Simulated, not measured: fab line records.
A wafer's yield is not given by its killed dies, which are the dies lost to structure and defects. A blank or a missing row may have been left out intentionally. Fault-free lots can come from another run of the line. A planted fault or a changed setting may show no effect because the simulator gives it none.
Which of the tools did it? ; flow n5-finfet ; at 1 step of a route of 1938, 24 lots with 72 wafers sampled

== WHAT THE GAUGES SHOWED, per wafer ==
N5_HKMG_FIN_OVL_MEAS_50.
lot;measured;on;NDIPOLE_OVL (nm)
L074;day 3 22:00;overlay-02;0.3 0.3 -0.1
L075;day 4 06:02;overlay-02;1.4 0.3 -1.1
L076;day 4 12:51;overlay-01;-0.1 1.0 0.4
L077;day 4 18:50;overlay-01;-0.5 -0.5 -1.8
L078;day 5 05:19;overlay-02;-0.5 0.3 -0.7
L079;day 5 11:47;overlay-01;-0.9 0.5 -0.1
L080;day 5 13:01;overlay-01;-0.3 -1.1 -1.1
L081;day 5 18:03;overlay-01;0.1 -0.1 0.2
L082;day 5 23:46;overlay-02;-0.9 0.1 -1.8
L083;day 6 06:35;overlay-02;-0.4 0.7 0.2
L084;day 6 11:56;overlay-01;-0.4 1.0 0.1
L085;day 6 17:21;overlay-01;-1.3 -1.6 -0.3
L086;day 7 00:19;overlay-01;-0.3 -0.8 -0.3
L087;day 7 09:26;overlay-02;-1.8 -0.7 -0.6
L088;day 7 12:52;overlay-01;-0.2 -0.1 0.7
L089;day 7 17:37;overlay-01;-0.2 -0.8 -0.8
L090;day 7 23:23;overlay-02;-1.1 -0.4 -1.1
L091;day 8 04:24;overlay-02;0.5 -0.1 -1.4
L092;day 8 09:56;overlay-02;-0.7 0.5 -0.1
L093;day 8 17:16;overlay-02;-0.1 0.2 0.8
L094;day 8 22:40;overlay-01;-0.1 0.3 -0.1
L095;day 9 09:24;overlay-02;-0.3 0.2 -0.3
L096;day 9 12:11;overlay-01;-0.6 -1.9 -0.4
L097;day 9 19:56;overlay-02;-1.1 -0.5 -0.6

== EACH LOT AND THE TOOL THAT RAN IT (in order: tool; ch and the chambers of the sampled wafers; start) ==
The record shows no process step preceding these readings.

== WHAT THE TOOLS THEMSELVES READ (means of the sampled wafers that have a number; where no wafer has one, the mark that the record gives instead) ==
The record holds no such reading with a usual standard deviation.

== THE ANSWER, worked out from the rows above alone ==
Rule: what is usual is taken from the lots themselves. Put in order of their means at a reading, lots are off if they are a third of the lots or fewer, leave a main group of 4 or more, and stand apart from it by a gap of 3 or more times the standard deviation of the main group's means; of several such gaps the widest counts. The tables above print the reading to a certain number of digits; a main group whose means all agree to those digits is not used. Also off: a lot with no number at a reading for which 4 or more lots have one. Where the step has rows for the other lots, those lots are counted as sound. After the gauges, taken in route order, come the tools' own readings; for these a lot's mean is taken, as printed above. At the first step where some lot is off, the reading lying furthest off is the one used; lots without a number count as furthest.
None of the lots is off at any reading shown; this tells nothing.

== WHAT THE SIMULATOR PUT IN ==
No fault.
